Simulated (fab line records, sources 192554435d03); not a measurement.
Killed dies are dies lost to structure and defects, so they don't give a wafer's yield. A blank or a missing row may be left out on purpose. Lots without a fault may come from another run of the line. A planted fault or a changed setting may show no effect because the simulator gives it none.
Split-lot experiment | flow n5_finfet | 7 lots, 21 wafers read, on a route of 1938 steps

THE SPLIT
At N5_BEOL_M13_COAT_65 (time 60 s, resist thk 350 nm), the setting spin_rpm was moved away from the recipe's 1500 rpm on 5 of the 21 wafers read, by -4.7% to +10.3%. The other wafers ran this setting at the recipe's value.

The reading is taken at the split's own step.

THE READING
SOC_of_BEOL_M13_COAT_65.thk_nm (the simulator's own value, which no gauge read), in nm, at N5_BEOL_M13_COAT_65 (time 60 s, resist thk 350 nm). The file gives no usual value for it. The 16 wafers here that ran the recipe average 350.4 nm, standard deviation 1.3 nm.

wafer  | tool, chamber at the split | spin_rpm as run, rpm | against the recipe | SOC_of_BEOL_M13_COAT_65.thk_nm, nm | against lot-mates on the recipe
L075.4 | litho_track-03, 0          | 1430                 | -4.7%              | 358                                | +7.4
L075.5 | litho_track-03, 0          | 1500                 | recipe             | 350.6                              | -
L075.6 | litho_track-03, 0          | 1430                 | -4.7%              | 357.6                              | +7.0
L079.2 | litho_track-03, 0          | 1500                 | recipe             | 350                                | -
L079.3 | litho_track-03, 0          | 1500                 | recipe             | 352.2                              | -
L079.4 | litho_track-03, 0          | 1500                 | recipe             | 351.8                              | -
L082.1 | litho_track-05, 0          | 1500                 | recipe             | 349.4                              | -
L082.3 | litho_track-05, 0          | 1569                 | +4.6%              | 342.2                              | -7.2
L082.4 | litho_track-05, 0          | 1569                 | +4.6%              | 343                                | -6.4
L083.3 | litho_track-03, 0          | 1500                 | recipe             | 351                                | -
L083.6 | litho_track-03, 0          | 1500                 | recipe             | 351                                | -
L083.5 | litho_track-03, 0          | 1500                 | recipe             | 351.6                              | -
L086.1 | litho_track-03, 0          | 1500                 | recipe             | 350                                | -
L086.3 | litho_track-03, 0          | 1500                 | recipe             | 352.4                              | -
L086.5 | litho_track-03, 0          | 1500                 | recipe             | 351.4                              | -
L092.1 | litho_track-03, 0          | 1500                 | recipe             | 348.4                              | -
L092.3 | litho_track-03, 0          | 1500                 | recipe             | 348.6                              | -
L092.4 | litho_track-03, 0          | 1500                 | recipe             | 348.8                              | -
L094.1 | litho_track-05, 0          | 1500                 | recipe             | 349.2                              | -
L094.6 | litho_track-05, 0          | 1500                 | recipe             | 349.2                              | -
L094.4 | litho_track-05, 0          | 1655                 | +10.3%             | 332                                | -17.2

THE FIT
A straight line over all 21 wafers: SOC_of_BEOL_M13_COAT_65.thk_nm changes by -1.71 nm for each +1% of spin_rpm; r = -0.98; the points scatter about the line by 1.2 nm.
The same after taking each lot's own level away (the mean of its wafers on the recipe; 21 wafers): -1.6 nm for each +1%; r = -0.99; scatter 0.63 nm.
On that fit, the largest move of spin_rpm shifts the reading by 16 nm.
The lots' own levels span 348.60 to 351.33 nm, that is 2.1 times the standard deviation above.
So the lot-to-lot level changes the slope little: the two slopes agree.
Check: with one of the wafers moved furthest among these (+10.3%) left out of the fit, the line predicts -15.6 nm for it against its lot-mates. It came out at -17.2 nm against them.

OTHER SPLITS ON THESE WAFERS
These wafers also went through other splits before the reading. Each is held against what the fit with the lots' levels taken away leaves over:
other split on the same wafers      | wafers away from the commonest value | r with SOC_of_BEOL_M13_COAT_65.thk_nm (lot level and that fit taken away)
N5_BEOL_M10_PEB_26 peb_time_s       | 8                                    | +0.15
N5_BEOL_M10_TRENCH_ETCH_37 source_w | 7                                    | +0.21
N5_BEOL_M11_ILD_DEP_00 time_s       | 6                                    | +0.04
N5_BEOL_M11_HM_DEP_02 target_thk_a  | 8                                    | +0.12
N5_BEOL_M12_EXPOSE_07 dose_mj       | 5                                    | -0.01

THE FILE'S OWN FIT
SOC_of_BEOL_M13_COAT_65.thk_nm changes by -1.62 nm for each +1% of spin_rpm, r = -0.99.
